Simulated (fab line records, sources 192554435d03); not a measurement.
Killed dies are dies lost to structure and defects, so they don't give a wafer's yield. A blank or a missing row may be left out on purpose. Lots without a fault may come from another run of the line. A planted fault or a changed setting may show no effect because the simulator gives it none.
fab line records | flow n5_finfet
record lots=23 wafers=69 last_day=18
route steps=1938 shown BEOL_M1@793
lots that met no fault: from a run of the same line without faults
start_h: hours from the record's first day to the start of the lot's first wafer shown | wait_h: hours since the lot's step before | " the same as in the row above | L1.1+2: a row that stands for several wafers | - no value, or no start given | * or withheld: withheld | < > ~ a bound
route shown NAME@n: a module of which the file shows steps, and the number in the route of the first | usual: mean/standard deviation of fault-free wafers | same: alike in all rows | chamber/n: place in a boat | sites: the reading at each site | _std_site: their standard deviation | _edge_site: outer sites' mean less inner sites' | radius_mm: how far each site lies from the wafer's centre | mask NAME#n: copy n | behind: the tool/chamber that last shaped the wafer | hold: why the lot was held/for how many hours/how that ended | device: the transistor (n, p or np) that didn't switch | end of line: the same wafers' tests at the end of the route | a step without rows: its recipe alone | killed: dies lost to structure and defects at the first sort, not the wafer's yield | map: a wafer's dies, x killed, . not, _ none there
set.NAME: the setting as run; set.NAME@STEP: as run at that earlier step | model.NAME: the simulator's own value behind a step, which no gauge read
steps of the route over a sample of lots; a table a step, a row a wafer
services: from which hour (start_h, from the record's first day; less than 0 if before it) a tool's chamber was out of use, for how many hours, and why
## steps
# step N5_BEOL_M1_ETCHBACK_99
# recipe chemistry=CHF3 target=SiO2 target_depth_a=50 time_s=10.4 source_w=215 bias_w=47 Ar_flow_sccm=200 CHF3_flow_sccm=12 ion_energy_ev=100 pressure_mtorr=30
# usual CHF3_flow_sccm=12.00/0.037 drypump_motor_current_A=5.6/0.43 oes_product_au=0.79/0.087 rf_vpp_V=242/11 showerhead_plenum_p_Torr=2.14/0.063 throttle_valve_pct=17.14/0.2
# columns lot.wafer tool chamber start_h wait_h CHF3_flow_sccm drypump_motor_current_A oes_product_au rf_hours_counter_h rf_vpp_V showerhead_plenum_p_Torr throttle_valve_pct
L074.3 rie_diel-06 2 127.89 3.5 11.96 6.0 0.70 203 237 2.12 17.17
L074.4 " 3 " " 12.02 6.2 0.90 22 246 2.22 16.98
L074.6 " 1 " " 11.99 5.7 0.76 - 259 2.12 17.12
L075.1 rie_diel-03 1 140.74 3.6 12.06 5.4 0.93 6 261 2.30 17.07
L075.3 " 3 " " 11.98 6.3 0.92 34 238 2.21 17.26
L075.5 " 3 " " 12.04 6.4 0.92 - 239 2.21 17.26
L076.1 rie_diel-04 0 148.33 10.4 11.96 5.9 0.73 176 233 2.13 17.26
L076.4 " 3 " " 11.98 5.1 0.88 33 234 2.10 16.94
L076.6 " 3 " " 11.98 5.1 0.87 - 233 2.10 16.92
L077.3 rie_diel-03 0 153.03 10.5 11.95 5.1 0.72 186 259 2.16 17.26
L077.4 " 2 " " 11.97 5.3 0.66 248 243 2.12 17.16
L077.6 " 0 " " 11.95 5.1 0.72 - 259 2.16 17.26
L078.2 rie_diel-06 3 153.39 2.6 11.99 6.2 0.90 27 245 2.22 16.99
L078.3 " 1 " " 12.02 5.7 0.76 164 260 2.12 17.13
L078.6 " 1 " " 12.00 5.7 0.76 - 258 2.12 17.14
L080.4 rie_diel-04 0 161.94 2.6 11.97 5.9 0.72 180 232 2.13 17.26
L080.5 " 1 " " 11.93 5.3 0.71 - 233 2.14 17.09
L080.6 " 2 " " 12.01 5.7 0.70 - 228 2.05 17.51
L079.1 rie_diel-04 3 167.65 15.8 12.02 5.1 0.87 38 234 2.10 16.93
L079.4 " 2 " " 12.08 5.7 0.70 227 229 2.05 17.51
L079.6 " 3 " " 11.96 5.1 0.88 - 235 2.10 16.94
L081.3 rie_diel-04 3 175.31 1.2 12.00 5.2 0.88 40 234 2.10 16.94
L081.5 " 0 " " 11.97 5.9 0.71 - 233 2.13 17.28
L081.6 " 3 " " 11.95 5.1 0.87 - 235 2.10 16.93
L082.2 rie_diel-06 3 175.39 0.3 11.97 6.2 0.89 32 244 2.21 16.97
L082.4 " 1 " " 12.03 5.7 0.74 170 259 2.12 17.15
L082.5 " 0 " " 12.00 5.2 0.83 - 239 2.08 16.84
L083.1 rie_diel-03 1 187.68 6.0 11.90 5.4 0.89 21 262 2.30 17.11
L083.4 " 3 " " 12.02 6.4 0.89 51 238 2.21 17.28
L083.6 " 0 " " 12.03 5.1 0.71 - 257 2.15 17.28
L084.1 rie_diel-03 2 203.34 9.8 12.05 5.3 0.92 11 244 2.12 16.66
L084.4 " 1 " " 12.02 5.4 0.88 28 260 2.29 17.11
L084.6 " 2 " " 11.99 5.3 0.92 - 242 2.12 16.67
L086.2 rie_diel-03 0 205.04 2.0 11.99 5.1 0.71 206 259 2.15 17.31
L086.3 " 2 " " 12.03 5.3 0.90 12 243 2.12 16.66
L086.4 " 3 " " 11.97 6.4 0.88 58 239 2.21 17.30
L087.1 rie_diel-04 0 208.07 2.5 12.06 5.9 0.71 190 231 2.13 17.28
L087.3 " 1 " " 11.98 5.3 0.70 209 234 2.13 17.12
L087.5 " 3 " " 12.01 5.1 0.85 - 233 2.09 16.95
L089.1 rie_diel-04 1 217.41 0.7 12.03 5.3 0.70 212 232 2.13 17.11
L089.5 " 2 " " 12.01 5.7 0.69 - 231 2.04 17.53
L089.6 " 3 " " 12.00 5.2 0.85 - 234 2.09 16.96
L088.1 rie_diel-06 3 217.60 1.2 11.97 6.2 0.85 45 245 2.21 17.01
L088.4 " 1 " " 12.03 5.7 0.74 185 257 2.11 17.18
L088.5 " 2 " " 12.01 6.1 0.68 - 236 2.11 17.21
L090.1 rie_diel-04 3 221.15 0.7 12.04 5.1 0.85 49 234 2.09 16.94
L090.3 " 2 " " 12.03 5.7 0.69 238 229 2.04 17.53
L090.6 " 1 " " 11.97 5.3 0.70 - 233 2.13 17.10
L091.1 rie_diel-03 0 234.50 10.7 12.03 5.1 0.70 215 258 2.15 17.30
L091.2 " 2 " " 12.00 5.3 0.88 20 244 2.12 16.68
L091.4 " 3 " " 12.07 6.4 0.87 67 239 2.20 17.32
L092.1 rie_diel-06 3 243.10 11.0 11.91 6.2 0.84 55 245 2.21 17.04
L092.2 " 1 " " 12.01 5.7 0.73 193 258 2.11 17.19
L092.3 " 2 " " 12.02 6.0 0.68 239 236 2.10 17.23
L093.1 rie_diel-06 1 245.41 3.1 11.98 5.7 0.74 194 260 2.11 17.19
L093.3 " 3 " " 12.03 6.2 0.86 56 245 2.20 17.03
L093.4 " 0 " " 11.97 5.2 0.79 93 240 2.07 16.89
L096.3 rie_diel-03 1 258.97 3.2 11.97 5.4 0.86 40 261 2.29 17.16
L096.5 " 0 " " 12.04 5.1 0.69 - 259 2.15 17.31
L096.6 " 3 " " 12.01 6.4 0.87 - 238 2.20 17.31
L094.3 rie_diel-03 2 261.62 12.8 12.02 5.3 0.88 24 244 2.11 16.70
L094.4 " 1 " " 11.95 5.4 0.87 41 260 2.29 17.14
L094.6 " 3 " " 11.96 6.4 0.87 - 237 2.20 17.33
L095.2 rie_diel-04 0 261.81 12.9 11.96 5.9 0.70 211 232 2.12 17.33
L095.5 " 0 " " 11.98 5.9 0.70 - 231 2.12 17.32
L095.6 " 3 " " 12.01 5.2 0.82 - 234 2.09 16.98
L097.2 rie_diel-04 0 272.36 4.8 12.03 5.9 0.70 216 233 2.12 17.32
L097.3 " 2 " " 11.98 5.7 1.00 2 234 2.30 17.14
L097.5 " 2 " " 12.05 5.7 1.01 - 234 2.30 17.14
# step N5_BEOL_M1_ETCH_70
# recipe chemistry=N2/H2 target=SOC target_depth_a=800 overetch_a=160 mask_material=SiARC temp_c=40 time_s=120 ion_energy_ev=200 pressure_mtorr=30 source_w=840 bias_w=150 n2_flow_sccm=200 h2_flow_sccm=200
# usual drypump_motor_current_A=5.6/0.43 h2_flow_sccm=200.0/0.62 oes_product_au=0.60/0.064 rf_vpp_V=523.5/1.9 showerhead_plenum_p_Torr=2.53/0.071 throttle_valve_pct=17.95/0.29
# columns lot.wafer tool chamber start_h wait_h drypump_motor_current_A h2_flow_sccm oes_product_au rf_hours_counter_h rf_vpp_V showerhead_plenum_p_Torr throttle_valve_pct
L074.3 rie_diel-06 2 127.93 0.0 6.1 201.3 0.54 203 523.2 2.51 17.85
L074.4 " 3 " " 6.2 199.5 0.69 22 525.1 2.60 17.74
L074.6 " 1 " " 5.7 200.2 0.57 - 523.5 2.54 17.99
L075.1 rie_diel-03 3 140.77 0.0 6.4 200.6 0.69 34 525.9 2.63 18.33
L075.3 " 1 " " 5.4 200.1 0.72 6 527.6 2.70 17.75
L075.5 " 3 " " 6.4 200.1 0.69 - 524.4 2.63 18.33
L076.1 rie_diel-04 0 148.36 0.0 5.9 200.0 0.56 176 523.6 2.55 18.19
L076.4 " 3 " " 5.2 201.1 0.68 33 522.6 2.49 17.77
L076.6 " 3 " " 5.2 199.9 0.69 - 522.3 2.49 17.77
L077.3 rie_diel-03 0 153.07 0.0 5.1 200.8 0.56 186 524.2 2.55 18.01
L077.4 " 2 " " 5.3 200.8 0.51 248 522.6 2.52 17.95
L077.6 " 0 " " 5.1 200.9 0.57 - 522.4 2.55 18.01
L078.2 rie_diel-06 3 153.43 0.0 6.2 201.1 0.68 27 525.2 2.60 17.75
L078.3 " 1 " " 5.7 200.1 0.57 164 523.3 2.54 18.01
L078.6 " 1 " " 5.7 200.0 0.57 - 522.5 2.54 18.02
L080.4 rie_diel-04 0 161.97 0.0 5.9 199.8 0.56 180 524.4 2.55 18.21
L080.5 " 1 " " 5.2 200.1 0.55 - 522.5 2.51 17.76
L080.6 " 2 " " 5.7 199.9 0.53 - 520.8 2.42 18.44
L079.1 rie_diel-04 3 167.69 0.0 5.2 200.4 0.68 39 522.1 2.49 17.77
L079.4 " 2 " " 5.7 199.9 0.53 227 522.8 2.42 18.47
L079.6 " 3 " " 5.2 199.8 0.68 - 522.7 2.49 17.79
L081.3 rie_diel-04 3 175.35 0.0 5.2 199.3 0.67 40 522.2 2.49 17.78
L081.5 " 0 " " 5.9 200.4 0.56 - 523.0 2.55 18.23
L081.6 " 3 " " 5.2 199.6 0.68 - 522.5 2.48 17.80
L082.2 rie_diel-06 3 175.43 0.0 6.2 200.1 0.68 32 525.9 2.60 17.75
L082.4 " 1 " " 5.7 199.4 0.57 170 524.6 2.54 18.00
L082.5 " 0 " " 5.2 199.5 0.64 - 521.2 2.45 17.48
L083.1 rie_diel-03 1 187.71 0.0 5.4 199.7 0.69 21 529.3 2.69 17.76
L083.4 " 3 " " 6.3 200.4 0.66 51 525.4 2.62 18.35
L083.6 " 0 " " 5.1 200.1 0.56 - 524.3 2.54 18.02
L084.1 rie_diel-03 2 203.38 0.0 5.3 198.5 0.69 11 523.3 2.52 17.45
L084.4 " 1 " " 5.4 198.6 0.68 28 527.4 2.69 17.80
L084.6 " 2 " " 5.3 200.0 0.69 - 524.1 2.52 17.45
L086.2 rie_diel-03 0 205.07 0.0 5.1 199.8 0.55 206 523.3 2.54 18.03
L086.3 " 2 " " 5.3 200.5 0.69 12 522.6 2.52 17.46
L086.4 " 3 " " 6.3 199.9 0.66 58 524.4 2.62 18.36
L087.1 rie_diel-04 0 208.11 0.0 5.9 200.3 0.55 190 523.1 2.54 18.23
L087.3 " 1 " " 5.2 199.5 0.54 209 523.5 2.51 17.76
L087.5 " 3 " " 5.2 199.3 0.67 - 521.0 2.48 17.79
L089.1 rie_diel-04 1 217.44 0.0 5.2 199.6 0.54 212 524.1 2.51 17.78
L089.5 " 2 " " 5.7 198.9 0.52 - 521.6 2.42 18.47
L089.6 " 3 " " 5.2 201.0 0.67 - 521.6 2.48 17.80
L088.1 rie_diel-06 3 217.64 0.0 6.2 199.6 0.65 45 525.9 2.59 17.77
L088.4 " 1 " " 5.7 200.6 0.56 185 523.5 2.53 18.03
L088.5 " 2 " " 6.0 198.4 0.53 - 523.9 2.50 17.91
L090.1 rie_diel-04 3 221.19 0.0 5.2 200.2 0.66 49 520.9 2.48 17.81
L090.3 " 2 " " 5.7 200.4 0.52 238 519.2 2.42 18.46
L090.6 " 1 " " 5.3 199.6 0.54 - 523.7 2.51 17.76
L091.1 rie_diel-03 0 234.54 0.0 5.1 199.6 0.55 215 523.4 2.53 18.06
L091.2 " 2 " " 5.3 200.5 0.67 20 522.9 2.51 17.46
L091.4 " 3 " " 6.4 199.9 0.65 67 525.0 2.61 18.38
L092.1 rie_diel-06 3 243.14 0.0 6.2 199.4 0.65 55 525.0 2.59 17.78
L092.2 " 1 " " 5.7 199.6 0.56 193 523.6 2.53 18.08
L092.3 " 2 " " 6.1 200.2 0.53 239 523.9 2.50 17.90
L093.1 rie_diel-06 1 245.45 0.0 5.7 199.5 0.55 195 524.2 2.53 18.07
L093.3 " 3 " " 6.2 199.3 0.65 56 525.3 2.59 17.77
L093.4 " 0 " " 5.2 200.7 0.63 93 519.2 2.44 17.51
L096.3 rie_diel-03 1 259.01 0.0 5.4 199.8 0.67 40 528.1 2.68 17.80
L096.5 " 0 " " 5.1 200.2 0.55 - 522.7 2.53 18.06
L096.6 " 3 " " 6.4 199.9 0.65 - 525.6 2.61 18.38
L094.3 rie_diel-03 2 261.66 0.0 5.3 200.2 0.67 24 523.8 2.51 17.47
L094.4 " 1 " " 5.5 199.7 0.66 41 526.9 2.68 17.80
L094.6 " 3 " " 6.4 199.2 0.65 - 525.8 2.61 18.39
L095.2 rie_diel-04 0 261.85 0.0 5.9 200.2 0.54 211 524.0 2.54 18.26
L095.5 " 0 " " 5.9 199.7 0.54 - 522.6 2.54 18.26
L095.6 " 3 " " 5.2 200.4 0.65 - 521.5 2.47 17.83
L097.2 rie_diel-04 0 272.40 0.0 5.9 200.3 0.54 216 522.2 2.53 18.27
L097.3 " 2 " " 5.7 199.4 0.76 2 526.6 2.73 18.11
L097.5 " 2 " " 5.7 199.9 0.75 - 528.6 2.74 18.12
# step N5_BEOL_M1_DEGAS_44
# recipe ambient=vacuum temp_c=250 time_s=60
# usual heater_power_w=338/23 susceptor_temp_C=250.00/0.17
# columns lot.wafer tool chamber start_h wait_h heater_power_w susceptor_temp_C
L074.3 pvd_sputter-02 - 128.78 0.3 311 250.23
L074.4 " - " " 310 250.05
L074.6 " - " " 319 250.23
L075.1 pvd_sputter-02 - 142.38 1.0 365 250.24
L075.3 " - " " 317 250.28
L075.5 " - " " 331 249.93
L076.1 pvd_sputter-01 - 149.21 0.3 360 250.06
L076.4 " - " " 311 250.11
L076.6 " - " " 347 250.07
L077.3 pvd_sputter-03 - 153.68 0.1 346 250.24
L077.4 " - " " 331 250.11
L077.6 " - " " 346 250.09
L078.2 pvd_sputter-02 - 154.31 0.4 324 250.03
L078.3 " - " " 311 250.05
L078.6 " - " " 361 249.85
L080.4 pvd_sputter-02 - 162.82 0.3 374 249.89
L080.5 " - " " 359 250.14
L080.6 " - " " 316 249.99
L079.1 pvd_sputter-02 - 168.45 0.2 322 249.89
L079.4 " - " " 334 249.88
L079.6 " - " " 335 249.81
L081.3 pvd_sputter-01 - 176.08 0.2 314 250.02
L081.5 " - " " 349 250.17
L081.6 " - " " 346 249.86
L082.2 pvd_sputter-03 - 176.08 0.1 338 250.13
L082.4 " - " " 338 249.88
L082.5 " - " " 358 249.99
L083.1 pvd_sputter-01 - 189.09 0.9 355 250.07
L083.4 " - " " 352 250.00
L083.6 " - " " 369 250.03
L084.1 pvd_sputter-02 - 204.50 0.6 368 250.26
L084.4 " - " " 315 250.00
L084.6 " - " " 367 249.93
L086.2 pvd_sputter-02 - 205.88 0.3 324 250.05
L086.3 " - " " 358 249.73
L086.4 " - " " 317 250.23
L087.1 pvd_sputter-01 - 209.11 0.5 308 250.35
L087.3 " - " " 346 249.83
L087.5 " - " " 313 250.06
L089.1 pvd_sputter-01 - 218.30 0.3 369 250.13
L089.5 " - " " 352 250.21
L089.6 " - " " 352 249.89
L088.1 pvd_sputter-01 - 218.38 0.2 347 249.59
L088.4 " - " " 314 250.05
L088.5 " - " " 375 250.04
L090.1 pvd_sputter-01 - 222.16 0.5 373 249.99
L090.3 " - " " 354 250.18
L090.6 " - " " 375 249.76
L091.1 pvd_sputter-03 - 235.39 0.3 336 249.95
L091.2 " - " " 335 250.50
L091.4 " - " " 362 250.08
L092.1 pvd_sputter-02 - 243.89 0.2 318 250.01
L092.2 " - " " 348 250.29
L092.3 " - " " 324 250.04
L093.1 pvd_sputter-02 - 246.31 0.3 361 249.94
L093.3 " - " " 315 250.08
L093.4 " - " " 317 249.95
L096.3 pvd_sputter-02 - 260.08 0.6 365 250.03
L096.5 " - " " 314 250.09
L096.6 " - " " 363 250.03
L094.3 pvd_sputter-02 - 262.76 0.6 312 250.10
L094.4 " - " " 362 250.01
L094.6 " - " " 347 250.18
L095.2 pvd_sputter-02 - 263.04 0.7 317 250.00
L095.5 " - " " 316 249.74
L095.6 " - " " 314 250.01
L097.2 pvd_sputter-02 - 273.18 0.3 313 250.22
L097.3 " - " " 313 250.30
L097.5 " - " " 311 249.86
# step N5_BEOL_M1_ANNEAL_49
# recipe temp_c=400 time_s=240 ambient=vacuum
# usual heater_power_w=838/59 susceptor_temp_C=400.02/0.21
# columns lot.wafer tool chamber start_h wait_h heater_power_w susceptor_temp_C
L074.3 pvd_sputter-01 - 129.53 0.0 872 400.12
L074.4 " - " " 919 400.10
L074.6 " - " " 783 399.78
L075.1 pvd_sputter-02 - 143.03 0.0 776 400.24
L075.3 " - " " 904 399.85
L075.5 " - " " 908 399.96
L076.1 pvd_sputter-01 - 150.09 0.0 887 400.15
L076.4 " - " " 864 399.41
L076.6 " - " " 916 399.98
L077.3 pvd_sputter-03 - 154.37 0.0 840 399.98
L077.4 " - " " 915 399.97
L077.6 " - " " 902 399.73
L078.2 pvd_sputter-02 - 155.19 0.0 789 399.77
L078.3 " - " " 799 400.40
L078.6 " - " " 839 399.82
L080.4 pvd_sputter-01 - 163.87 0.1 775 399.79
L080.5 " - " " 891 399.80
L080.6 " - " " 901 400.32
L079.1 pvd_sputter-03 - 171.08 0.0 738 399.85
L079.4 " - " " 866 399.81
L079.6 " - " " 843 400.03
L081.3 pvd_sputter-03 - 176.82 0.0 713 399.85
L081.5 " - " " 850 400.03
L081.6 " - " " 729 399.90
L082.2 pvd_sputter-01 - 176.95 0.0 873 399.63
L082.4 " - " " 785 400.03
L082.5 " - " " 864 399.70
L083.1 pvd_sputter-01 - 190.01 0.0 876 400.09
L083.4 " - " " 918 399.87
L083.6 " - " " 775 399.67
L084.1 pvd_sputter-03 - 205.21 0.0 729 400.06
L084.4 " - " " 818 400.08
L084.6 " - " " 851 399.99
L086.2 pvd_sputter-02 - 208.36 0.0 867 400.16
L086.3 " - " " 783 400.05
L086.4 " - " " 918 400.31
L087.1 pvd_sputter-03 - 209.91 0.0 827 399.83
L087.3 " - " " 842 399.81
L087.5 " - " " 858 399.94
L089.1 pvd_sputter-03 - 218.95 0.0 841 400.18
L089.5 " - " " 821 400.01
L089.6 " - " " 883 400.16
L088.1 pvd_sputter-02 - 219.19 0.0 844 400.19
L088.4 " - " " 913 399.97
L088.5 " - " " 798 399.91
L090.1 pvd_sputter-03 - 222.89 0.0 900 400.61
L090.3 " - " " 869 400.00
L090.6 " - " " 825 399.84
L091.1 pvd_sputter-02 - 238.31 0.0 824 399.56
L091.2 " - " " 779 399.92
L091.4 " - " " 896 400.19
L092.1 pvd_sputter-03 - 244.83 0.0 907 399.79
L092.2 " - " " 838 400.15
L092.3 " - " " 854 399.70
L093.1 pvd_sputter-03 - 247.17 0.0 828 400.05
L093.3 " - " " 827 400.27
L093.4 " - " " 885 400.13
L096.3 pvd_sputter-01 - 260.93 0.0 791 400.18
L096.5 " - " " 871 400.21
L096.6 " - " " 780 399.94
L094.3 pvd_sputter-03 - 263.54 0.0 848 400.05
L094.4 " - " " 895 400.02
L094.6 " - " " 844 400.23
L095.2 pvd_sputter-01 - 263.81 0.0 925 400.21
L095.5 " - " " 924 400.11
L095.6 " - " " 884 400.05
L097.2 pvd_sputter-03 - 274.01 0.0 848 400.24
L097.3 " - " " 723 400.44
L097.5 " - " " 862 399.75
# step N5_BEOL_M1_CMP_52
# recipe stop_on=SiOC t_overpolish_s=6.8 down_force_psi=1 platen_rpm=50 clearing_platen_down_force_psi=1.5 clearing_platen_rpm=50 post_cmp_clean=cu_alkaline target_thk_nm=40 clearing_platen_pad_velocity_m_s=0.99484 pad_velocity_m_s=0.99484
# usual barrier_field_endpoint_s=24.4/0.66 motor_current_A=6.2/0.75 overpolish_run_s=6.801/0.0084 pad_life_wafers=998/620 platen_rpm=50.00/0.036 time_to_endpoint_s=62/3.3
# columns lot.wafer tool chamber start_h wait_h barrier_field_endpoint_s motor_current_A overpolish_run_s pad_life_wafers platen_rpm time_to_endpoint_s
L074.3 cmp-03 1 131.71 0.2 23.9 5.7 6.794 2064 49.91 58
L074.4 " 2 " " 23.8 6.4 6.818 2065 49.98 55
L074.6 " 2 " " 24.9 6.4 6.813 - 50.06 59
L075.3 cmp-01 3 145.28 0.2 25.2 4.9 6.802 1531 49.99 67
L075.1 " 0 " " 25.7 6.3 6.800 1532 50.01 68
L075.5 " 2 " " 24.8 4.5 6.800 - 49.98 62
L076.1 cmp-03 3 152.28 0.3 23.7 5.9 6.799 126 49.99 63
L076.4 " 0 " " 24.2 7.7 6.786 127 49.99 60
L076.6 " 3 " " 24.4 5.7 6.782 - 50.04 63
L077.3 cmp-03 0 156.74 0.2 25.0 7.5 6.810 187 50.04 64
L077.4 " 2 " " 24.6 6.5 6.790 189 49.99 59
L077.6 " 3 " " 24.8 5.8 6.808 - 49.95 66
L078.2 cmp-02 2 157.37 0.2 24.4 5.9 6.792 738 50.08 59
L078.3 " 0 " " 24.1 6.7 6.798 740 49.99 62
L078.6 " 3 " " 25.1 6.0 6.809 - 49.99 63
L080.4 cmp-03 3 165.97 0.1 24.4 5.9 6.799 252 49.98 58
L080.5 " 3 " " 24.1 5.5 6.804 - 50.00 59
L080.6 " 0 " " 24.4 7.2 6.807 - 50.04 59
L079.4 cmp-03 3 173.29 0.2 24.2 5.6 6.787 307 49.98 62
L079.1 " 0 " " 23.8 7.4 6.795 308 50.02 61
L079.6 " 3 " " 24.5 5.8 6.793 - 50.02 65
L081.3 cmp-02 2 179.07 0.2 24.2 6.1 6.797 926 50.03 56
L081.6 " 0 " " 26.1 6.5 6.799 - 49.98 63
L081.5 " 1 " " 25.4 7.4 6.797 - 49.97 66
L082.2 cmp-01 3 179.12 0.2 24.0 5.0 6.790 1812 50.03 60
L082.4 " 0 " " 25.2 6.3 6.815 1813 50.05 65
L082.5 " 3 " " 24.7 5.4 6.811 - 49.96 64
L083.1 cmp-03 0 193.10 1.2 22.8 7.5 6.803 463 50.05 59
L083.4 " 2 " " 23.5 6.3 6.808 465 50.03 59
L083.6 " 0 " " 24.1 7.3 6.801 - 49.98 61
L084.4 cmp-01 2 207.38 0.1 23.3 4.7 6.800 2028 49.99 56
L084.1 " 0 " " 24.4 6.4 6.789 2030 49.97 63
L084.6 " 3 " " 24.1 5.0 6.796 - 50.00 63
L086.4 cmp-03 2 210.77 0.2 24.2 6.6 6.806 613 50.04 59
L086.3 " 3 " " 24.4 5.9 6.800 614 50.04 65
L086.2 " 0 " " 24.7 7.3 6.814 615 49.96 57
L087.1 cmp-03 0 212.12 0.3 23.9 7.5 6.794 625 50.00 64
L087.3 " 1 " " 23.9 6.2 6.792 626 50.05 65
L087.5 " 0 " " 23.8 7.1 6.800 - 50.05 65
L089.1 cmp-02 1 221.19 0.3 25.0 7.1 6.793 1292 50.00 66
L089.6 " 3 " " 25.3 6.1 6.800 - 49.98 68
L089.5 " 0 " " 25.3 6.5 6.797 - 49.98 62
L088.1 cmp-03 0 221.37 0.3 24.9 7.3 6.800 714 50.01 63
L088.4 " 1 " " 24.7 5.7 6.795 715 49.94 62
L088.5 " 0 " " 25.1 7.4 6.804 - 50.04 64
L090.3 cmp-03 2 225.06 0.2 23.9 6.2 6.803 780 50.04 61
L090.1 " 1 " " 23.8 5.8 6.808 783 50.04 62
L090.6 " 3 " " 24.7 5.6 6.798 - 49.96 65
L091.4 cmp-01 2 240.69 0.2 23.2 5.0 6.799 2155 50.00 56
L091.2 " 3 " " 24.3 5.1 6.791 2156 49.93 63
L091.1 " 0 " " 24.3 5.9 6.797 2157 50.00 64
L092.1 cmp-03 3 247.05 0.3 24.6 5.7 6.805 972 49.96 64
L092.2 " 0 " " 23.4 7.3 6.802 973 49.94 59
L092.3 " 1 " " 23.4 5.8 6.783 974 49.98 60
L093.4 cmp-03 0 249.34 0.1 23.6 7.5 6.812 990 50.03 61
L093.3 " 1 " " 24.4 5.7 6.801 991 50.02 67
L093.1 " 2 " " 23.3 6.7 6.805 992 50.09 63
L096.3 cmp-03 3 263.11 0.2 24.3 5.7 6.815 1110 50.00 62
L096.6 " 3 " " 25.6 5.9 6.794 - 49.96 64
L096.5 " 0 " " 23.3 7.2 6.813 - 49.99 62
L094.3 cmp-03 1 265.71 0.2 24.2 5.7 6.809 1134 49.98 63
L094.4 " 2 " " 24.0 6.4 6.787 1135 49.90 59
L094.6 " 2 " " 23.3 6.2 6.814 - 50.00 59
L095.2 cmp-01 3 266.14 0.4 24.8 5.1 6.802 163 49.93 68
L095.5 " 2 " " 23.7 5.0 6.797 - 50.00 57
L095.6 " 3 " " 24.7 5.0 6.795 - 49.93 67
L097.2 cmp-02 0 276.23 0.3 23.9 6.5 6.806 1765 50.00 63
L097.3 " 1 " " 24.9 7.5 6.813 1766 50.02 66
L097.5 " 0 " " 24.2 6.3 6.795 - 49.98 62
# step N5_BEOL_M1_PRE_CLEAN_60
# recipe gas=NH3/H2 time_s=15 temp_c=* rf_power_w=300
# usual heater_power_w=87/27 susceptor_temp_C=*
# columns lot.wafer tool chamber start_h wait_h heater_power_w susceptor_temp_C
L074.3 cvd_co-01 2 132.04 0.0 50 *
L074.4 " 1 " " 121 *
L074.6 " 0 " " 127 *
L075.1 cvd_co-02 0 145.58 0.0 73 *
L075.3 " 1 " " 77 *
L075.5 " 0 " " 74 *
L076.1 cvd_co-01 2 152.61 0.0 51 *
L076.4 " 1 " " 123 *
L076.6 " 0 " " 127 *
L077.3 cvd_co-02 1 157.04 0.0 75 *
L077.4 " 0 " " 74 *
L077.6 " 2 " " 81 *
L078.2 cvd_co-01 0 157.70 0.0 130 *
L078.3 " 1 " " 126 *
L078.6 " 0 " " 126 *
L080.4 cvd_co-02 2 166.32 0.1 80 *
L080.5 " 0 " " 73 *
L080.6 " 1 " " 74 *
L079.1 cvd_co-02 0 173.79 0.2 73 *
L079.4 " 0 " " 75 *
L079.6 " 2 " " 83 *
L081.3 cvd_co-01 1 179.32 0.0 127 *
L081.5 " 0 " " 125 *
L081.6 " 2 " " 52 *
L082.2 cvd_co-02 2 179.45 0.0 83 *
L082.4 " 0 " " 73 *
L082.5 " 1 " " 74 *
L083.1 cvd_co-01 1 193.50 0.2 126 *
L083.4 " 1 " " 126 *
L083.6 " 0 " " 129 *
L084.1 cvd_co-02 1 207.72 0.0 75 *
L084.4 " 2 " " 82 *
L084.6 " 1 " " 77 *
L086.2 cvd_co-02 1 211.07 0.0 77 *
L086.3 " 0 " " 73 *
L086.4 " 2 " " 82 *
L087.1 cvd_co-01 2 212.54 0.2 51 *
L087.3 " 2 " " 51 *
L087.5 " 0 " " 128 *
L089.1 cvd_co-02 1 221.45 0.0 75 *
L089.5 " 2 " " 82 *
L089.6 " 1 " " 75 *
L088.1 cvd_co-01 2 221.70 0.0 52 *
L088.4 " 2 " " 51 *
L088.5 " 0 " " 128 *
L090.1 cvd_co-02 1 225.39 0.0 76 *
L090.3 " 2 " " 82 *
L090.6 " 0 " " 74 *
L091.1 cvd_co-01 2 240.99 0.0 52 *
L091.2 " 0 " " 129 *
L091.4 " 2 " " 52 *
L092.1 cvd_co-01 1 247.38 0.0 125 *
L092.2 " 0 " " 131 *
L092.3 " 2 " " 52 *
L093.1 cvd_co-01 2 249.68 0.0 51 *
L093.3 " 1 " " 126 *
L093.4 " 1 " " 126 *
L096.3 cvd_co-02 0 263.44 0.0 74 *
L096.5 " 0 " " 73 *
L096.6 " 2 " " 82 *
L094.3 cvd_co-02 0 266.11 0.1 76 *
L094.4 " 0 " " 73 *
L094.6 " 2 " " 83 *
L095.2 cvd_co-02 1 266.47 0.1 76 *
L095.5 " 2 " " 84 *
L095.6 " 0 " " 73 *
L097.2 cvd_co-02 0 276.53 0.0 74 *
L097.3 " 2 " " 82 *
L097.5 " 1 " " 76 *
## services
# columns tool chamber start_h hours kind
pvd_sputter-01 - 112.07 4.3 repair
cmp-01 - 129.25 7.7 pm
cmp-03 - 131.93 4.0 pm
rie_diel-06 3 133.56 10.2 repair
pvd_sputter-02 - 134.70 2.2 repair
pvd_sputter-01 - 138.71 1.8 repair
cvd_co-01 - 139.55 6.9 pm
rie_diel-03 1 146.18 2.5 repair
rie_diel-03 - 159.37 0.7 repair
rie_diel-04 - 188.17 14.6 pm
cvd_co-02 0 199.15 4.1 repair
cvd_co-01 1 207.95 6.3 repair
cmp-01 - 213.14 15.0 pm
cvd_co-01 - 222.18 14.6 pm
rie_diel-03 - 239.00 15.6 pm
cmp-01 - 241.18 2.2 pm
cmp-01 - 243.90 4.0 pm
cmp-02 - 248.06 0.8 repair
cmp-02 - 252.76 2.7 repair
rie_diel-04 2 254.55 - clean
rie_diel-04 2 254.55 - consumable_replace:focus_ring
cmp-01 - 260.80 0.8 repair
cmp-02 - 263.10 2.0 repair
rie_diel-06 0 267.66 4.5 repair
## key
fault none
